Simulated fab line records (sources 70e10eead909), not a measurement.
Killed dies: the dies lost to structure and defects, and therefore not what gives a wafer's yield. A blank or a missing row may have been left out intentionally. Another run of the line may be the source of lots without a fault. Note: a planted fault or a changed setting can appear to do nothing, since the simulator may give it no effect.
The tool behind it: which one? + flow nand-harc + 36 wafers from 12 lots sampled at 6 of the route's 1302 steps

== WHAT EACH GAUGE READ, for each wafer ==
NHARC_P_GATE_CD_MEAS_26 targets a cd of 120 nm. Usual: cd-nm reads 119.8 nm (standard deviation 0.54).
| lot  | measured     | on        | cd-nm (nm)        | flag |
|------|--------------|-----------|-------------------|------|
| L473 | day 6 08:15  | cd-sem-03 | 120.4 119.8 120.8 |      |
| L474 | day 6 14:02  | cd-sem-02 | 119.7 119.4 120.1 |      |
| L482 | day 9 23:24  | cd-sem-03 | 120.4 120.3 119.7 |      |
| L483 | day 10 10:33 | cd-sem-02 | 119.2 120.0 119.5 |      |
| L485 | day 11 06:06 | cd-sem-01 | 120.5 120.2 120.7 |      |
| L484 | day 11 06:44 | cd-sem-01 | 119.8 119.1 119.0 |      |
| L486 | day 12 01:46 | cd-sem-03 | 120.8 120.0 119.7 |      |
| L487 | day 12 07:48 | cd-sem-02 | 119.7 120.0 119.2 |      |
| L490 | day 13 09:44 | cd-sem-03 | 119.9 119.8 119.8 |      |
| L489 | day 13 10:31 | cd-sem-01 | 120.6 120.3 119.5 |      |
| L492 | day 14 11:44 | cd-sem-02 | 119.9 120.4 120.8 |      |
| L493 | day 15 01:08 | cd-sem-02 | 120.0 120.7 120.1 |      |

NHARC_P_GATE_CD_MEAS_46 targets a cd of 720 nm. Usual: cd-nm reads 719.2 nm (standard deviation 2.4).
| lot  | measured     | on        | cd-nm (nm)        | flag |
|------|--------------|-----------|-------------------|------|
| L473 | day 6 20:14  | cd-sem-02 | - - -             | OFF  |
| L474 | day 7 01:56  | cd-sem-02 | 715.6 718.3 718.1 |      |
| L482 | day 10 11:22 | cd-sem-01 | 724.2 724.4 723.5 |      |
| L483 | day 10 22:34 | cd-sem-01 | 717.3 717.0 717.8 |      |
| L485 | day 11 18:05 | cd-sem-02 | 716.7 719.1 717.3 |      |
| L484 | day 11 18:53 | cd-sem-02 | 715.7 715.9 717.0 |      |
| L486 | day 12 15:56 | cd-sem-02 | 717.1 715.6 714.8 |      |
| L487 | day 12 19:48 | cd-sem-01 | 719.4 722.0 720.1 |      |
| L490 | day 13 21:31 | cd-sem-01 | 716.9 716.7 718.8 |      |
| L489 | day 13 22:35 | cd-sem-01 | 722.5 719.8 721.1 |      |
| L492 | day 14 23:37 | cd-sem-03 | 714.7 715.2 717.6 |      |
| L493 | day 15 13:00 | cd-sem-01 | 720.9 723.3 719.5 |      |

NHARC_P_GATE_CD_MEAS_59 targets a cd of 720 nm. Usual: cd-nm reads 720.0 nm (standard deviation 2).
| lot  | measured     | on        | cd-nm (nm)        | flag |
|------|--------------|-----------|-------------------|------|
| L473 | day 6 21:59  | cd-sem-01 | 720.6 719.3 720.5 |      |
| L474 | day 7 03:51  | cd-sem-01 | 719.0 722.1 719.0 |      |
| L482 | day 10 13:09 | cd-sem-02 | 718.9 718.6 718.5 |      |
| L483 | day 11 00:20 | cd-sem-01 | 720.0 722.4 721.1 |      |
| L485 | day 11 19:51 | cd-sem-02 | 719.9 719.7 719.1 |      |
| L484 | day 11 20:38 | cd-sem-02 | 718.1 717.4 718.2 |      |
| L486 | day 12 17:34 | cd-sem-01 | 719.4 719.4 718.9 |      |
| L487 | day 12 21:26 | cd-sem-02 | 718.9 720.5 721.6 |      |
| L490 | day 13 23:18 | cd-sem-01 | 717.4 719.0 715.4 |      |
| L489 | day 14 00:20 | cd-sem-02 | 720.8 719.3 720.4 |      |
| L492 | day 15 01:23 | cd-sem-01 | 718.2 718.3 717.6 |      |
| L493 | day 15 14:45 | cd-sem-01 | 722.7 725.4 721.8 |      |

NHARC_END_SORT_01. Usual: killed-at-array 54, standard deviation 17; killed-at-other 1.0, standard deviation 1.4; killed-at-periphery 3.6, standard deviation 2.1; killed-dies 58, standard deviation 17; killed-open 3.2, standard deviation 2; killed-short 2.5, standard deviation 1.5.
| lot  | measured     | on        | killed-at-array | killed-at-other | killed-at-periphery | killed-dies | killed-open | killed-short | flag |
|------|--------------|-----------|-----------------|-----------------|---------------------|-------------|-------------|--------------|------|
| L473 | day 25 02:53 | prober-01 | 47 29 45        | 0 0 0           | 630 648 632         | 677 677 677 | 5 1 2       | 2 4 2        | OFF  |
| L474 | day 26 03:07 | prober-02 | 31 51 31        | 5 4 3           | 4 5 5               | 40 60 39    | 2 5 2       | 1 2 2        |      |
| L482 | day 29 14:55 | prober-01 | 27 23 24        | 0 1 2           | 7 8 5               | 34 32 31    | 5 3 8       | 3 4 3        |      |
| L483 | day 30 00:46 | prober-02 | 56 68 63        | 0 0 0           | 1 0 1               | 57 68 64    | 1 1 4       | 3 3 1        |      |
| L485 | day 30 14:54 | prober-01 | 77 51 61        | 1 0 0           | 5 6 6               | 83 57 67    | 4 5 2       | 2 3 3        |      |
| L484 | day 30 14:57 | prober-02 | 58 52 62        | 0 1 0           | 2 1 4               | 60 54 66    | 3 3 3       | 1 1 3        |      |
| L486 | day 31 03:02 | prober-01 | 32 48 33        | 0 1 1           | 10 6 5              | 42 55 39    | 3 2 2       | 2 6 6        |      |
| L487 | day 31 02:09 | prober-02 | 68 64 72        | 0 0 2           | 8 2 1               | 76 66 75    | 0 1 3       | 5 0 2        |      |
| L490 | day 33 05:17 | prober-02 | 85 61 88        | 0 0 0           | 5 4 4               | 90 65 92    | 4 6 4       | 1 0 3        |      |
| L489 | day 33 05:29 | prober-01 | 57 57 63        | 2 2 1           | 4 8 2               | 63 67 66    | 2 3 3       | 2 2 0        |      |
| L492 | day 34 07:01 | prober-01 | 73 70 57        | 1 0 0           | 0 3 5               | 74 73 62    | 3 3 7       | 1 4 4        |      |
| L493 | day 34 07:03 | prober-02 | 72 97 85        | 0 1 1           | 3 2 3               | 75 100 89   | 3 5 0       | 5 2 4        |      |

== TOOL THAT RAN EACH LOT (tool first, then ch and the chambers of the sampled wafers, then the start) ==
| lot  | NHARC_P_GATE_STRIP_101             | NHARC_P_GATE_EXPOSE_43            |
|------|------------------------------------|-----------------------------------|
| L473 | rie-diel-08 ch 0,1,3, day 6 19:19  | krf-scanner-02 ch 0, day 6 20:05  |
| L474 | rie-diel-07 ch 0,2,3, day 7 01:08  | krf-scanner-02 ch 0, day 7 01:47  |
| L482 | rie-diel-05 ch 1,3, day 10 10:27   | krf-scanner-04 ch 0, day 10 11:13 |
| L483 | rie-diel-08 ch 0,2,3, day 10 21:38 | krf-scanner-03 ch 0, day 10 22:25 |
| L485 | rie-diel-07 ch 0,2, day 11 17:10   | krf-scanner-04 ch 0, day 11 17:56 |
| L484 | rie-diel-08 ch 0,1,2, day 11 17:58 | krf-scanner-02 ch 0, day 11 18:43 |
| L486 | rie-diel-05 ch 0,3, day 12 15:08   | krf-scanner-02 ch 0, day 12 15:46 |
| L487 | rie-diel-08 ch 1,2,3, day 12 18:53 | krf-scanner-04 ch 0, day 12 19:39 |
| L490 | rie-diel-08 ch 0,1,2, day 13 20:43 | krf-scanner-04 ch 0, day 13 21:22 |
| L489 | rie-diel-07 ch 1,2,3, day 13 21:38 | krf-scanner-03 ch 0, day 13 22:26 |
| L492 | rie-diel-05 ch 0,2, day 14 22:49   | krf-scanner-03 ch 0, day 14 23:28 |
| L493 | rie-diel-07 ch 1,2, day 15 12:13   | krf-scanner-03 ch 0, day 15 12:50 |
- NHARC_P_GATE_STRIP_101: strips in O2, time 20 s.
- NHARC_P_GATE_EXPOSE_43: exposes mask P NSD, target cd 720 nm.

== AS READ BY THE TOOLS THEMSELVES (means over the sampled wafers that have a number; for cases with no such wafer, the mark the record gives instead) ==
NHARC_P_GATE_STRIP_101. Usual: drypump-motor-current-A 5.4 A, standard deviation 0.38; oes-product-au 1.001 a.u., standard deviation 0.013; rf-vpp-V 57.8 V, standard deviation 0.89; showerhead-plenum-p-Torr 3.52 Torr, standard deviation 0.17; throttle-valve-pct 17.035 %, standard deviation 0.0088.
| lot  | tool        | drypump-motor-current-A (A) | oes-product-au (a.u.) | rf-vpp-V (V) | showerhead-plenum-p-Torr (Torr) | throttle-valve-pct (%) | flag |
|------|-------------|-----------------------------|-----------------------|--------------|---------------------------------|------------------------|------|
| L473 | rie-diel-08 | 5.2                         | 1.003                 | 58.8         | 3.43                            | 17.037                 |      |
| L474 | rie-diel-07 | 5.5                         | 0.989                 | 57.8         | 3.61                            | 17.044                 |      |
| L482 | rie-diel-05 | 5.1                         | 0.994                 | 57.3         | 3.58                            | 17.034                 |      |
| L483 | rie-diel-08 | 5.4                         | 1.008                 | 57.8         | 3.52                            | 17.034                 |      |
| L485 | rie-diel-07 | 5.6                         | 0.986                 | 57.0         | 3.47                            | 17.030                 |      |
| L484 | rie-diel-08 | 5.4                         | 1.004                 | 57.0         | 3.42                            | 17.032                 |      |
| L486 | rie-diel-05 | 5.4                         | 0.986                 | 57.6         | 3.52                            | 17.033                 |      |
| L487 | rie-diel-08 | 5.0                         | 1.001                 | 57.8         | 3.53                            | 17.037                 |      |
| L490 | rie-diel-08 | 5.4                         | 1.009                 | 57.8         | 3.42                            | 17.039                 |      |
| L489 | rie-diel-07 | 5.4                         | 1.004                 | 58.1         | 3.62                            | 17.035                 |      |
| L492 | rie-diel-05 | 5.8                         | 0.988                 | 57.0         | 3.47                            | 17.040                 |      |
| L493 | rie-diel-07 | 5.6                         | 1.001                 | 58.0         | 3.60                            | 17.035                 |      |

== THE ANSWER, worked out from the rows above alone ==
Rule: lot off if the mean of its wafers having a number is beyond 3 standard deviations from the usual mean. A lot without any number at a reading at which 4 lots or more have one is off too. All remaining lots with rows at the step are treated as sound. The gauges are gone through in route order, then the tools' own readings, and for those a lot's mean is taken as printed above. At the first step where some lot is off, the reading lying furthest off is the one used; lots without a number count as furthest.
Off at NHARC_P_GATE_CD_MEAS_46 (cd-nm): L473. Without a number there: L473.
A tool fits if, at a process step before that reading, it ran every lot that is off, and no sound lot after the first of them. Not tried: the gauges at NHARC_P_GATE_CD_MEAS_46; whatever is off there is also off at NHARC_END_SORT_01, on other tools, and gauge error can't account for it. Not one of the candidates tried fits.

== WHAT HAD BEEN PUT IN BY THE SIMULATOR ==
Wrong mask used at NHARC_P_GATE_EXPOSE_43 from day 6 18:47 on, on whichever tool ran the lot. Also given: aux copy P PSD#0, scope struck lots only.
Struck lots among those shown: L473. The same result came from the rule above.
